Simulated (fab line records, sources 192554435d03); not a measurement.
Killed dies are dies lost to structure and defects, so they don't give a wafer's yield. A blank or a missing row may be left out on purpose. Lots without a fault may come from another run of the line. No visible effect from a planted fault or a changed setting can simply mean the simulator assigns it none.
fab line records ; flow n5Finfet ; part 1 of 2: steps 1 to 9 of 10
record lots=6; wafers=18; lastDay=17
route steps=1938 shown BEOL_M4@1111 BEOL_M10@1504 BEOL_M15@1830 PASSIVATION@1936
lots that met no fault: taken from a fault-free run of the same line
startH: hours from the record's opening day to when the first of the lot's shown wafers began ; waitH: time in hours since the lot's previous step ; " identical to the entry in the row above ; L1.1+2: a row that stands for several wafers ; - no value present, or no start provided ; * or withheld: withheld ; < > ~ a bound
route shown NAME@n: a module of which the file shows steps, and the number in the route of the first ; usual: mean and standard deviation over wafers with no fault ; same: alike in all rows ; chamber/n: place in a boat ; sites: readings site by site ; _std_site: standard deviation across them ; _edge_site: inner sites' mean taken away from outer sites' mean ; radiusMm: how far each site lies from the wafer's centre ; mask NAME#n: copy n ; behind: the most recent tool/chamber to have shaped the wafer ; hold: the reason the lot was held/the length of the hold in hours/how it ended ; device: which transistor (n, p or np) failed to switch ; end of line: tests of these same wafers at the route's end ; a step with no rows: only its recipe ; killed: not the wafer's yield, but the dies lost to structure and defects at the first sort ; map: a wafer's dies, marking killed ones x, the rest . and places with no die _
set.NAME: the setting as run; set.NAME@STEP: as run at that earlier step ; model.NAME: the simulator's own value behind a step, which no gauge read
one table for each step of the route and one row for each wafer, over a sample of lots
services: a tool's chamber out of use, with start hour (startH, from the record's first day; less than 0 if before it), hours out, and reason
## steps
# step N5_BEOL_M4_RC_MEAS_101
# usual DIBL_N=36.5/1.9; DIBL_P=36.4/2.4; IOFF_N=0.16/0.037; IOFF_P=0.22/0.045; ION_N=674/13; ION_P=463/8.2; SS_N=71.7/0.67; SS_P=73.3/0.74; VT_N=250/3.8; VT_P=-249/3.7
lot.wafer;tool;chamber;startH;waitH;DIBL_N[mV/V];DIBL_P[mV/V];IOFF_N[nA/um];IOFF_P[nA/um];ION_N[uA/um];ION_P[uA/um];SS_N[mV/dec];SS_P[mV/dec];VT_N[mV];VT_P[mV]
L720.4;prober-02;0;205.52;0.5;36.6;38.4;0.16;0.24;672;462;72.8;73.2;250;-247
L720.5;prober-02;0;205.52;0.5;36.5;38.1;0.15;0.24;661;460;72.5;74.1;252;-247
L720.6;prober-02;0;205.52;0.5;34.6;35.2;0.13;0.19;673;465;70.8;72.4;250;-250
L721.2;prober-02;0;207.76;0.2;33.6;35.6;0.14;0.19;687;471;71.1;72.9;249;-251
L721.4;prober-02;0;207.76;0.2;32.6;34.5;0.11;0.16;658;459;69.7;72.3;257;-253
L721.6;prober-02;0;207.76;0.2;33.3;34.8;0.13;0.17;666;458;71.4;72.2;253;-254
L724.4;prober-01;0;225.33;0.5;35.7;35.8;0.15;0.23;673;466;71.4;73.9;249;-247
L724.5;prober-01;0;225.33;0.5;36.9;36.3;0.15;0.22;662;455;71.8;74.3;252;-248
L724.6;prober-01;0;225.33;0.5;36.1;35.9;0.15;0.23;674;465;71.2;72.7;249;-247
L725.3;prober-02;0;225.59;0.3;34.7;34.9;0.15;0.19;676;462;71.5;72.6;251;-250
L725.4;prober-02;0;225.59;0.3;35.4;36.1;0.15;0.20;678;462;72.3;73.1;251;-254
L725.5;prober-02;0;225.59;0.3;36.3;37.3;0.19;0.23;699;477;71.9;72.8;245;-248
L732.1;prober-02;0;272.28;0.0;36.9;36.6;0.17;0.23;667;461;72.0;73.4;251;-250
L732.5;prober-02;0;272.28;0.0;33.9;33.6;0.13;0.18;665;459;70.8;72.9;251;-252
L732.6;prober-02;0;272.28;0.0;36.2;36.3;0.16;0.22;680;465;72.0;73.0;252;-250
L736.1;prober-02;0;301.98;0.0;35.2;34.4;0.12;0.17;658;450;70.9;72.6;254;-253
L736.4;prober-02;0;301.98;0.0;37.6;35.5;0.16;0.18;667;453;71.8;72.7;250;-253
L736.5;prober-02;0;301.98;0.0;34.8;33.1;0.11;0.15;645;440;71.3;73.1;257;-256
# step N5_BEOL_M10_INSPECT_30
# recipe mode=adi; inspectInstrument=brightfield
# usual rawDefectCount=409/74
lot.wafer;tool;chamber;startH;waitH;rawDefectCount
L720.4;defectInspect-02;-;248.29;0.0;326
L720.5;defectInspect-02;-;248.29;0.0;325
L720.6;defectInspect-02;-;248.29;0.0;498
L721.2;defectInspect-01;-;258.70;0.0;445
L721.4;defectInspect-01;-;258.70;0.0;433
L721.6;defectInspect-01;-;258.70;0.0;520
L725.3;defectInspect-01;-;274.94;0.0;416
L725.4;defectInspect-01;-;274.94;0.0;512
L725.5;defectInspect-01;-;274.94;0.0;437
L724.4;defectInspect-01;-;277.03;0.0;472
L724.5;defectInspect-01;-;277.03;0.0;504
L724.6;defectInspect-01;-;277.03;0.0;387
L732.1;defectInspect-01;-;323.18;0.0;359
L732.5;defectInspect-01;-;323.18;0.0;356
L732.6;defectInspect-01;-;323.18;0.0;435
L736.1;defectInspect-02;-;357.01;0.0;383
L736.4;defectInspect-02;-;357.01;0.0;368
L736.5;defectInspect-02;-;357.01;0.0;357
# step N5_BEOL_M10_DESCUM_33
# recipe chemistry=O2; timeS=7.9; sourcePowerW=50; biasPowerW=20; pressureMtorr=20; rfFrequencyHz=2.712e+07; tempC=40; resist=CAR-ArF; o2FlowSccm=225
# usual drypumpMotorCurrentA=5.6/0.46; o2FlowSccm=224.9/0.7; oesProductAu=0.78/0.098; rfVppV=242.8/1.6; showerheadPlenumPTorr=2.07/0.087; tempC=39.99/0.11; throttleValvePct=20.38/0.22
lot.wafer;tool;chamber;startH;waitH;drypumpMotorCurrentA;o2FlowSccm;oesProductAu;rfHoursCounterH;rfVppV;showerheadPlenumPTorr;tempC;throttleValvePct
L720.4;rieDiel-01;1;248.90;0.6;5.6;224.1;0.74;198;241.1;1.97;39.93;20.44
L720.5;rieDiel-01;3;248.90;0.6;5.6;225.3;0.85;-;244.3;2.06;40.07;20.08
L720.6;rieDiel-01;2;248.90;0.6;6.4;225.2;0.76;-;242.0;2.01;40.19;20.32
L721.2;rieDiel-01;3;258.73;0.0;5.6;224.1;0.85;36;242.8;2.06;39.93;20.08
L721.4;rieDiel-01;2;258.73;0.0;6.4;225.5;0.76;145;241.9;2.00;40.03;20.33
L721.6;rieDiel-01;0;258.73;0.0;5.4;223.9;0.87;-;243.2;2.04;39.94;20.53
L725.3;rieDiel-05;1;275.31;0.4;5.4;225.7;0.70;199;243.8;2.06;40.05;20.57
L725.4;rieDiel-05;1;275.31;0.4;5.4;225.0;0.70;-;244.1;2.06;40.17;20.56
L725.5;rieDiel-05;3;275.31;0.4;5.8;225.0;0.69;-;241.2;2.06;39.98;20.40
L724.4;rieDiel-03;3;277.13;0.1;5.0;224.3;0.71;-;243.6;2.09;39.77;20.55
L724.5;rieDiel-03;1;277.13;0.1;6.4;224.8;0.80;-;244.6;2.21;40.07;20.70
L724.6;rieDiel-03;2;277.13;0.1;5.9;223.7;0.66;-;243.7;2.16;40.07;20.40
L732.1;rieDiel-03;3;323.22;0.0;5.0;225.8;0.69;238;244.0;2.09;40.00;20.59
L732.5;rieDiel-03;0;323.22;0.0;4.7;225.4;0.95;-;244.5;2.13;39.98;20.40
L732.6;rieDiel-03;1;323.22;0.0;6.5;225.0;0.78;-;244.5;2.20;40.09;20.71
L736.1;rieDiel-01;0;357.49;0.5;5.4;223.8;0.82;89;241.7;2.03;39.92;20.57
L736.4;rieDiel-01;2;357.49;0.5;6.4;225.3;0.73;-;243.2;1.99;39.86;20.38
L736.5;rieDiel-01;0;357.49;0.5;5.4;223.9;0.81;-;242.8;2.03;40.24;20.56
# step N5_BEOL_M10_TRENCH_ETCH_37
# recipe chemistry=C4F6/O2; targetDepthA=1488.3; target=SiCOH_lowk; timeS=48; ionEnergyEv=250; pressureMtorr=30; sourceW=345; biasW=185; Ar_flow_sccm=300; C4F6_flow_sccm=10; O2_flow_sccm=10
# usual C4F6_flow_sccm=9.996/0.029; biasW=185.0/0.53; drypumpMotorCurrentA=5.6/0.46; mfcArSccm=300.2/0.99; oes_ar_750_au=0.78/0.089; oesProductAu=0.78/0.095; rfVppV=658/14; showerheadPlenumPTorr=2.83/0.11; throttleValvePct=20.92/0.24
lot.wafer;tool;chamber;startH;waitH;C4F6_flow_sccm;biasW;drypumpMotorCurrentA;mfcArSccm;oes_ar_750_au;oesProductAu;rfHoursCounterH;rfVppV;showerheadPlenumPTorr;throttleValvePct
L720.4;rieDiel-01;1;249.21;-;10.000;185.2;5.6;297.8;0.74;0.73;198;657;2.73;21.15
L720.5;rieDiel-01;3;249.21;-;9.995;186.0;5.6;300.1;0.86;0.85;-;652;2.81;20.60
L720.6;rieDiel-01;2;249.21;-;9.984;185.2;6.4;301.3;0.77;0.77;-;671;2.74;20.85
L721.2;rieDiel-01;3;259.04;-;10.019;184.6;5.6;298.8;0.86;0.84;36;652;2.80;20.59
L721.4;rieDiel-01;2;259.04;-;10.041;184.5;6.4;300.5;0.76;1.05;145;672;2.74;20.98
L721.6;rieDiel-01;0;259.04;-;9.994;185.6;5.4;300.1;0.85;0.85;-;660;2.80;21.09
L725.3;rieDiel-05;1;275.62;-;9.962;184.1;5.4;302.2;0.70;0.70;200;670;2.84;21.25
L725.4;rieDiel-05;1;275.62;-;9.955;184.6;5.5;300.8;0.70;0.70;-;670;2.84;21.28
L725.5;rieDiel-05;3;275.62;-;10.000;185.4;5.8;300.2;0.69;0.69;-;655;2.81;20.93
L724.4;rieDiel-03;3;277.44;-;10.032;184.7;5.0;298.4;0.73;0.72;-;636;2.83;20.94
L724.5;rieDiel-03;1;277.44;-;10.046;184.7;6.4;300.7;0.80;0.80;-;671;3.00;21.19
L724.6;rieDiel-03;2;277.44;-;10.028;186.3;5.9;299.6;0.70;0.67;-;650;2.94;20.93
L732.1;rieDiel-03;3;323.53;-;9.953;184.8;5.0;301.8;0.72;0.69;239;636;2.82;20.97
L732.5;rieDiel-03;0;323.53;-;9.991;185.4;4.7;298.7;0.95;0.95;-;680;2.91;21.01
L732.6;rieDiel-03;1;323.53;-;9.966;185.3;6.4;300.0;0.78;0.78;-;672;2.99;21.23
L736.1;rieDiel-01;0;357.80;-;10.024;185.1;5.4;301.2;0.81;0.81;89;655;2.78;21.14
L736.4;rieDiel-01;2;357.80;-;10.029;184.4;6.4;299.9;0.73;0.74;-;670;2.72;20.92
L736.5;rieDiel-01;0;357.80;-;9.993;184.4;5.4;301.2;0.81;0.81;-;655;2.78;21.13
# step N5_BEOL_M10_OCD_MEAS_38
# usual trenchDepthNm=147.4/2.6
lot.wafer;tool;chamber;startH;waitH;trenchDepthNm
L720.4;ocd-01;-;249.40;-;147.8
L720.5;ocd-01;-;249.40;-;145.2
L720.6;ocd-01;-;249.40;-;150.8
L721.2;ocd-01;-;259.22;-;146.4
L721.4;ocd-01;-;259.22;-;241.1
L721.6;ocd-01;-;259.22;-;148.9
L725.3;ocd-02;-;275.81;-;148.8
L725.4;ocd-02;-;275.81;-;146.3
L725.5;ocd-02;-;275.81;-;144.3
L724.4;ocd-01;-;277.61;-;148.5
L724.5;ocd-01;-;277.61;-;149.0
L724.6;ocd-01;-;277.61;-;142.0
L732.1;ocd-01;-;323.71;-;146.2
L732.5;ocd-01;-;323.71;-;151.3
L732.6;ocd-01;-;323.71;-;149.6
L736.1;ocd-02;-;357.98;-;147.7
L736.4;ocd-02;-;357.98;-;151.5
L736.5;ocd-02;-;357.98;-;146.8
# step N5_BEOL_M10_SURFACE_TREAT_76
# recipe gas=Ar; timeS=*; ionEnergyEv=*; ionCurrentMaCm2=0.5; pressureMtorr=*; arFlowSccm=30
# usual pressureMtorr=*; throttleValvePct=*
lot.wafer;tool;chamber;startH;waitH;pressureMtorr;throttleValvePct
L720.4;pvdSputter-01;-;252.49;0.2;*;*
L720.5;pvdSputter-01;-;252.49;0.2;*;*
L720.6;pvdSputter-01;-;252.49;0.2;*;*
L721.2;pvdSputter-01;-;260.45;0.2;*;*
L721.4;pvdSputter-01;-;260.45;0.2;*;*
L721.6;pvdSputter-01;-;260.45;0.2;*;*
L725.3;pvdSputter-02;-;276.85;0.2;*;*
L725.4;pvdSputter-02;-;276.85;0.2;*;*
L725.5;pvdSputter-02;-;276.85;0.2;*;*
L724.4;pvdSputter-03;-;278.65;0.3;*;*
L724.5;pvdSputter-03;-;278.65;0.3;*;*
L724.6;pvdSputter-03;-;278.65;0.3;*;*
L732.1;pvdSputter-02;-;324.84;0.2;*;*
L732.5;pvdSputter-02;-;324.84;0.2;*;*
L732.6;pvdSputter-02;-;324.84;0.2;*;*
L736.1;pvdSputter-01;-;359.01;0.2;*;*
L736.4;pvdSputter-01;-;359.01;0.2;*;*
L736.5;pvdSputter-01;-;359.01;0.2;*;*
# step N5_BEOL_M10_THK_MEAS_53
# recipe thkMeasGauge=xrf; reads=Cu_of_BEOL_M10_ECD_50
# usual M10_THK=136/3
lot.wafer;tool;chamber;startH;waitH;M10_THK[nm]
L720.4;filmMetro-01;-;253.70;-;135
L720.5;filmMetro-01;-;253.70;-;135
L720.6;filmMetro-01;-;253.70;-;138
L721.2;filmMetro-01;-;261.49;-;135
L721.4;filmMetro-01;-;261.49;-;226
L721.6;filmMetro-01;-;261.49;-;136
L725.3;filmMetro-02;-;277.89;-;141
L725.4;filmMetro-02;-;277.89;-;136
L725.5;filmMetro-02;-;277.89;-;136
L724.4;filmMetro-02;-;279.69;-;137
L724.5;filmMetro-02;-;279.69;-;137
L724.6;filmMetro-02;-;279.69;-;130
L732.1;filmMetro-01;-;326.24;-;136
L732.5;filmMetro-01;-;326.24;-;140
L732.6;filmMetro-01;-;326.24;-;137
L736.1;filmMetro-01;-;360.38;-;134
L736.4;filmMetro-01;-;360.38;-;137
L736.5;filmMetro-01;-;360.38;-;133
# step N5_BEOL_M10_RS_MEAS_57
# recipe thkMeasGauge=four-point-probe; reads=Cu_of_BEOL_M10_ECD_50+Co_of_BEOL_M10_CVD_75+TaN_of_BEOL_M10_ALD_74
# usual M10_RS=0.153/0.0035
lot.wafer;tool;chamber;startH;waitH;M10_RS[ohm/sq]
L720.4;filmMetro-02;-;253.83;0.0;0.154
L720.5;filmMetro-02;-;253.83;0.0;0.155
L720.6;filmMetro-02;-;253.83;0.0;0.150
L721.2;filmMetro-01;-;261.63;0.1;0.154
L721.4;filmMetro-01;-;261.63;0.1;0.087
L721.6;filmMetro-01;-;261.63;0.1;0.152
L725.3;filmMetro-02;-;278.03;0.1;0.149
L725.4;filmMetro-02;-;278.03;0.1;0.155
L725.5;filmMetro-02;-;278.03;0.1;0.155
L724.4;filmMetro-02;-;279.82;0.0;0.152
L724.5;filmMetro-02;-;279.82;0.0;0.151
L724.6;filmMetro-02;-;279.82;0.0;0.160
L732.1;filmMetro-01;-;326.38;0.1;0.153
L732.5;filmMetro-01;-;326.38;0.1;0.148
L732.6;filmMetro-01;-;326.38;0.1;0.151
L736.1;filmMetro-01;-;360.52;0.1;0.153
L736.4;filmMetro-01;-;360.52;0.1;0.150
L736.5;filmMetro-01;-;360.52;0.1;0.154
# step N5_BEOL_M15_RC_MEAS_101
# usual etestTempC=25.01/0.094; COMB_M11=1.47e-11/3e-12; COMB_M12=6.5e-12/1.1e-12; COMB_M13=5.1e-12/1e-12; COMB_M14=3.9e-12/7.9e-13; COMB_M15=2.7e-12/5.8e-13; COMB_M15_max_site=3.8e-12/9.4e-13; COMB_M5=3.6e-11/7.5e-12; COMB_M6=2.5e-11/4.6e-12; COMB_M7=2.6e-11/5.3e-12; COMB_M8=2.6e-11/4.7e-12; COMB_M8_max_site=3.7e-11/8.2e-12; COMB_M9=1.49e-11/2.6e-12; SERP_M10=3.12/0.087; SERP_M10_max_site=3.22/0.094; SERP_M11=3.10/0.065; SERP_M12=0.650/0.018; SERP_M12_max_site=0.663/0.019; SERP_M13=0.313/0.0052; SERP_M14=0.162/0.0039; SERP_M5=39.3/1.6; SERP_M5_max_site=41.0/1.8; SERP_M6=14.2/0.6; SERP_M7=13.9/0.56; SERP_M8=14.0/0.63; SERP_M8_max_site=14.5/0.66; SERP_M9=3.08/0.065
lot.wafer;tool;chamber;startH;waitH;etestTempC;COMB_M11[S/m];COMB_M12[S/m];COMB_M13[S/m];COMB_M14[S/m];COMB_M15[S/m];COMB_M15_max_site[S/m];COMB_M5[S/m];COMB_M6[S/m];COMB_M7[S/m];COMB_M8[S/m];COMB_M8_max_site[S/m];COMB_M9[S/m];SERP_M10[ohm/um];SERP_M10_max_site[ohm/um];SERP_M11[ohm/um];SERP_M12[ohm/um];SERP_M12_max_site[ohm/um];SERP_M13[ohm/um];SERP_M14[ohm/um];SERP_M5[ohm/um];SERP_M5_max_site[ohm/um];SERP_M6[ohm/um];SERP_M7[ohm/um];SERP_M8[ohm/um];SERP_M8_max_site[ohm/um];SERP_M9[ohm/um]
L720.4;prober-02;0;286.36;1.1;25.11;1.67e-11;5.3e-12;3.7e-12;3.1e-12;2.6e-12;5.2e-12;4.9e-11;3.6e-11;2.2e-11;2.2e-11;4.2e-11;1.24e-11;3.11;3.20;3.03;0.666;0.686;0.315;0.167;39.9;41.7;13.7;14.6;13.1;14.1;3.01
L720.5;prober-02;0;286.36;1.1;25.02;1.59e-11;5.5e-12;3.2e-12;4.2e-12;2.5e-12;3.8e-12;2.9e-11;2.3e-11;3e-11;2.3e-11;2.7e-11;1.33e-11;3.08;3.12;3.07;0.656;0.664;0.310;0.160;38.6;39.5;14.3;13.8;13.8;14.2;3.06
L720.6;prober-02;0;286.36;1.1;25.06;1.07e-11;6.5e-12;4.4e-12;4.1e-12;2.3e-12;3.3e-12;5.1e-11;3.5e-11;2e-11;2.8e-11;3.7e-11;1.31e-11;2.99;3.08;3.02;0.670;0.678;0.316;0.162;40.0;40.7;14.7;14.2;14.1;14.6;3.03
L721.2;prober-01;0;302.33;0.2;25.10;1e-11;6.8e-12;5.6e-12;4.1e-12;3.9e-12;5e-12;4e-11;1.9e-11;3.1e-11;2.5e-11;3.4e-11;1.4e-11;3.12;3.21;3.09;0.651;0.661;0.309;0.165;39.5;41.2;14.5;12.8;14.2;14.6;3.09
L721.4;prober-01;0;302.33;0.2;24.93;1.3e-11;5.9e-12;5e-12;4.2e-12;3.1e-12;4.2e-12;3.9e-11;1.9e-11;2.1e-11;3.3e-11;4.6e-11;1.52e-11;1.77;1.85;3.12;0.656;0.671;0.312;0.169;38.7;39.8;14.1;13.2;15.2;15.9;3.07
L721.6;prober-01;0;302.33;0.2;24.98;1.2e-11;5.7e-12;5.3e-12;4.2e-12;3.1e-12;4.6e-12;3.6e-11;2.7e-11;2.6e-11;2e-11;3.1e-11;1.26e-11;3.09;3.14;3.13;0.652;0.666;0.306;0.160;40.3;42.3;14.7;13.7;14.8;15.6;3.00
L725.3;prober-01;0;319.66;0.3;24.94;1.59e-11;6e-12;4.6e-12;2.7e-12;2.7e-12;3.3e-12;6.5e-11;2.6e-11;2e-11;2.7e-11;3.8e-11;1.63e-11;3.03;3.06;3.12;0.638;0.646;0.316;0.169;39.9;41.5;13.7;13.8;13.3;13.8;3.01
L725.4;prober-01;0;319.66;0.3;24.94;1.51e-11;6.3e-12;4.5e-12;3.6e-12;3.1e-12;3.3e-12;3.7e-11;2.8e-11;1.4e-11;3.2e-11;5.5e-11;1.53e-11;3.19;3.31;3.13;0.677;0.701;0.315;0.160;39.9;42.2;13.7;14.5;12.7;13.6;3.08
L725.5;prober-01;0;319.66;0.3;24.94;1.37e-11;6.5e-12;7.4e-12;2.9e-12;3.1e-12;4e-12;4.4e-11;3.5e-11;3.1e-11;3.4e-11;3.9e-11;1.51e-11;3.20;3.23;3.11;0.646;0.656;0.310;0.170;37.6;39.6;13.2;14.5;12.8;13.2;2.97
L724.4;prober-02;0;323.03;0.5;25.09;1.57e-11;7.9e-12;4e-12;3.6e-12;2.3e-12;4.4e-12;3.2e-11;2.5e-11;2.4e-11;2.5e-11;3.9e-11;1.72e-11;3.10;3.17;3.19;0.634;0.651;0.309;0.165;38.3;39.7;14.0;13.3;15.1;15.3;2.99
L724.5;prober-02;0;323.03;0.5;25.12;1.2e-11;7.9e-12;3.3e-12;4.2e-12;1.2e-12;1.9e-12;3.5e-11;3e-11;2.7e-11;2.4e-11;5.3e-11;1.18e-11;3.02;3.11;3.18;0.642;0.658;0.305;0.165;38.6;39.4;13.4;13.4;13.5;13.9;3.07
L724.6;prober-02;0;323.03;0.5;25.04;1.52e-11;7e-12;5.9e-12;3.3e-12;1.7e-12;2.7e-12;3.5e-11;3.2e-11;2.6e-11;3.2e-11;3.9e-11;1.89e-11;3.25;3.34;3.11;0.657;0.671;0.310;0.163;39.1;39.8;13.9;14.4;13.3;14.4;3.18
L732.1;prober-01;0;359.31;0.0;24.99;1.67e-11;5.9e-12;6e-12;5.2e-12;3.1e-12;4.2e-12;4.3e-11;2.8e-11;3.2e-11;3.1e-11;5.3e-11;1.73e-11;3.05;3.12;3.11;0.667;0.683;0.308;0.154;43.1;43.7;14.0;13.0;13.5;14.0;3.09
L732.5;prober-01;0;359.31;0.0;25.08;1.7e-11;6.8e-12;5.2e-12;4.7e-12;2e-12;2.3e-12;4.3e-11;2.5e-11;2.8e-11;3.3e-11;4.2e-11;2.21e-11;2.97;3.11;3.09;0.649;0.669;0.306;0.161;39.7;40.8;13.6;13.4;13.6;14.0;3.14
L732.6;prober-01;0;359.31;0.0;25.05;1.7e-11;7.2e-12;5e-12;5.2e-12;2.8e-12;3.6e-12;5.3e-11;1.7e-11;2.1e-11;3.4e-11;5.3e-11;1.29e-11;3.07;3.23;3.07;0.681;0.685;0.313;0.163;42.8;44.7;14.7;13.7;14.2;14.8;2.96
L736.1;prober-02;0;387.54;0.0;24.88;1.16e-11;8.3e-12;4.6e-12;3.8e-12;3.6e-12;5.1e-12;2.7e-11;2.6e-11;1.6e-11;2.8e-11;3.1e-11;1.83e-11;3.16;3.25;3.16;0.634;0.653;0.323;0.167;37.7;38.2;14.4;13.6;14.2;14.5;3.16
L736.4;prober-02;0;387.54;0.0;24.98;1.43e-11;8.1e-12;4.2e-12;3.6e-12;2.3e-12;3.9e-12;5.2e-11;2.5e-11;1.8e-11;2.2e-11;3.9e-11;1.93e-11;3.01;3.21;3.10;0.663;0.673;0.323;0.161;38.8;39.9;14.2;13.1;14.0;14.8;3.07
L736.5;prober-02;0;387.54;0.0;24.94;1.28e-11;6.2e-12;4.3e-12;3.3e-12;3.1e-12;4.2e-12;3.9e-11;2.1e-11;2.8e-11;3.4e-11;4.1e-11;1.81e-11;3.23;3.28;3.09;0.651;0.671;0.315;0.161;37.9;41.1;13.2;13.2;14.4;14.7;3.16
# sites SERP_M10 radiusMm=0,75,75,75,75,140,140,140,140
L720.4 3.20 3.13 3.17 3.11 3.13 2.98 2.99 2.97 2.98
L721.2 3.17 3.15 3.19 3.21 3.07 3.03 3.06 3.12 2.98
L725.3 3.06 3.06 3.03 3.05 3.03 2.95 2.96 2.96 2.94
L724.4 2.99 3.03 3.10 3.05 3.03 3.17 3.16 3.14 3.14
L732.1 3.01 2.97 3.05 3.05 3.05 3.06 3.12 3.09 3.10
L736.1 3.20 3.25 3.16 3.17 3.17 3.14 2.97 3.06 3.03
## key
firstSign step=N5_BEOL_M10_OCD_MEAS_38; reading=trenchDepthNm; direction=up; sigmas=35; usual=147.4; struck=241.1
effect step=N5_BEOL_M10_THK_MEAS_53; reading=M10_THK; direction=up; sigmas=30; usual=136; struck=226
effect step=N5_BEOL_M10_RS_MEAS_57; reading=M10_RS; direction=down; sigmas=19; usual=0.153; struck=0.087
effect step=N5_BEOL_M15_RC_MEAS_101; reading=SERP_M10; direction=down; sigmas=15; usual=3.12; struck=1.77
effect step=N5_PASSIVATION_PROBE_49; reading=killed_at_M4_up; direction=up; sigmas=24; usual=13; struck=136
moreKillsBornAt N5_BEOL_M10_TRENCH_ETCH_37@rieDiel-01=125
metAt N5_BEOL_M10_TRENCH_ETCH_37
struckLots L721
struckWafers L721.4
notActingAt N5_BEOL_M10_INSPECT_30,N5_BEOL_M10_DESCUM_33,N5_BEOL_M10_SURFACE_TREAT_76
onsetBetween 249.21 259.04
fault kind=processParameterDrift; tool=rieDiel-01; chamber=-; onsetH=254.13; steps=N5_BEOL_M10_TRENCH_ETCH_37; channel=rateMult; offset=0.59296; shape=step; endH=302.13; scope=struckWafersOnly
